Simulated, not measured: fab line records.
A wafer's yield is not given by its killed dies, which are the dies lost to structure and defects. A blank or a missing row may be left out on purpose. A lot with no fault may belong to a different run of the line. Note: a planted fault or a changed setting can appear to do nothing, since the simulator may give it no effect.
Matching of chambers ; flow nand_harc ; 4 sister chambers for NHARC_A_M0_CMP_23 on cmp-01
The step polishes, t overpolish 20 s, target thk 113.75 nm. 4 wafers are shown with their chamber, then 10 later ones without.

== WAFERS WITH THEIR CHAMBER ==
wafer;chamber;motor_current_A (A)
L085.1;1;11.9
L087.2;0;12.1
L088.2;2;13.3
L088.4;3;10.8

== WAFERS WITH NO CHAMBER GIVEN ==
wafer;motor_current_A (A)
L088.5;10.8
L093.1;10.6
L093.3;12.9
L093.4;11.3
L096.1;12.8
L096.2;11.1
L096.5;12.6
L094.1;13.5
L094.3;11.0
L094.6;10.5

== WHICH CHAMBER EACH WENT THROUGH ==
wafer;from the rows above;in truth
L088.5;3;3
L093.1;3;3
L093.3;can't be placed: 2 or 0 or 1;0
L093.4;can't be placed: 3 or 1 or 0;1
L096.1;can't be placed: 2 or 0 or 1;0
L096.2;can't be placed: 3 or 1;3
L096.5;can't be placed: 0 or 1 or 2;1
L094.1;2;2
L094.3;3;3
L094.6;3;3
Placed correctly: 5 of 10. Can't be placed from these rows: 5 (the true chamber is among the candidates in 5). Wrongly placed: 0.
How it was worked out, from the rows above alone: a wafer's distance from a chamber is the root of the sum, over the readings, of the square of ((its reading less the chamber's mean) divided by the reading's scatter). If the next closest chamber is less than 2 further off than the closest, the wafer can't be placed; otherwise it belongs to the closest. A chamber's mean is the mean of its shown wafers. The scatter: with one shown wafer a chamber, the root of the mean of the squares of how far each hidden wafer lies from its nearest shown one.
